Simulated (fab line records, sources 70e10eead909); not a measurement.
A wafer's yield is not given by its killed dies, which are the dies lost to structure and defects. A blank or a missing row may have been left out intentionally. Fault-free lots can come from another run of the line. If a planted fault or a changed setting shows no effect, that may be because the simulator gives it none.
Matching of chambers :: flow nand harc :: NHARC_A_CONTACT_DESCUM_74 on rie diel-03: 3 sister chambers
The step chemistry O2, time 3 s. 14 wafers are shown with their chamber, then 3 later ones without.

## EACH WAFER AND ITS CHAMBER
wafer: L074.1
chamber: 3
showerhead plenum p Torr (Torr): 1.85
drypump motor current A (A): 6.7
oes product au (a.u.): 0.980

wafer: L074.2
chamber: 0
showerhead plenum p Torr (Torr): 1.90
drypump motor current A (A): 5.9
oes product au (a.u.): 1.002

wafer: L074.5
chamber: 3
showerhead plenum p Torr (Torr): 1.85
drypump motor current A (A): 6.7
oes product au (a.u.): 0.979

wafer: L077.3
chamber: 2
showerhead plenum p Torr (Torr): 2.01
drypump motor current A (A): 5.5
oes product au (a.u.): 1.000

wafer: L077.4
chamber: 3
showerhead plenum p Torr (Torr): 1.85
drypump motor current A (A): 6.7
oes product au (a.u.): 0.983

wafer: L077.6
chamber: 3
showerhead plenum p Torr (Torr): 1.85
drypump motor current A (A): 6.7
oes product au (a.u.): 0.978

wafer: L079.2
chamber: 3
showerhead plenum p Torr (Torr): 1.85
drypump motor current A (A): 6.7
oes product au (a.u.): 0.998

wafer: L079.3
chamber: 0
showerhead plenum p Torr (Torr): 1.89
drypump motor current A (A): 5.9
oes product au (a.u.): 0.997

wafer: L079.6
chamber: 0
showerhead plenum p Torr (Torr): 1.89
drypump motor current A (A): 5.9
oes product au (a.u.): 1.006

wafer: L083.1
chamber: 2
showerhead plenum p Torr (Torr): 2.01
drypump motor current A (A): 5.5
oes product au (a.u.): 0.990

wafer: L083.3
chamber: 0
showerhead plenum p Torr (Torr): 1.89
drypump motor current A (A): 5.9
oes product au (a.u.): 1.001

wafer: L083.5
chamber: 3
showerhead plenum p Torr (Torr): 1.85
drypump motor current A (A): 6.7
oes product au (a.u.): 1.000

wafer: L084.1
chamber: 0
showerhead plenum p Torr (Torr): 1.89
drypump motor current A (A): 6.0
oes product au (a.u.): 1.002

wafer: L084.2
chamber: 2
showerhead plenum p Torr (Torr): 2.01
drypump motor current A (A): 5.6
oes product au (a.u.): 0.992

SIGNATURES (means of the wafers above)
reading: showerhead plenum p Torr
chamber 0: 1.8920
chamber 2: 2.0100
chamber 3: 1.8500
scatter within a chamber: 0.0027

reading: drypump motor current A
chamber 0: 5.920
chamber 2: 5.533
chamber 3: 6.700
scatter within a chamber: 0.0365

reading: oes product au
chamber 0: 1.00160
chamber 2: 0.99400
chamber 3: 0.98633
scatter within a chamber: 0.00735
Rule: distance of a wafer from a chamber = root of the sum over the readings of ((wafer's reading minus chamber's mean) / reading's scatter) squared. If the next closest chamber is less than 2 further off than the closest, the wafer can't be placed; otherwise it belongs to the closest. The scatter: the root of (the sum of the squares of (reading less its chamber's mean) over the shown wafers, divided by (wafers less chambers)).

## WAFERS WITH NO CHAMBER GIVEN
wafer: L088.2
showerhead plenum p Torr (Torr): 1.85
drypump motor current A (A): 6.7
oes product au (a.u.): 1.008

wafer: L088.6
showerhead plenum p Torr (Torr): 2.01
drypump motor current A (A): 5.5
oes product au (a.u.): 0.998

wafer: L091.1
showerhead plenum p Torr (Torr): 1.89
drypump motor current A (A): 5.9
oes product au (a.u.): 1.009

## THE CHAMBER EACH PASSED THROUGH
wafer: L088.2
from the rows above: 3
in truth: 3

wafer: L088.6
from the rows above: 2
in truth: 2

wafer: L091.1
from the rows above: 0
in truth: 0
3 of 3 placed correctly. Number that these rows cannot place: 0. 0 placed wrongly.
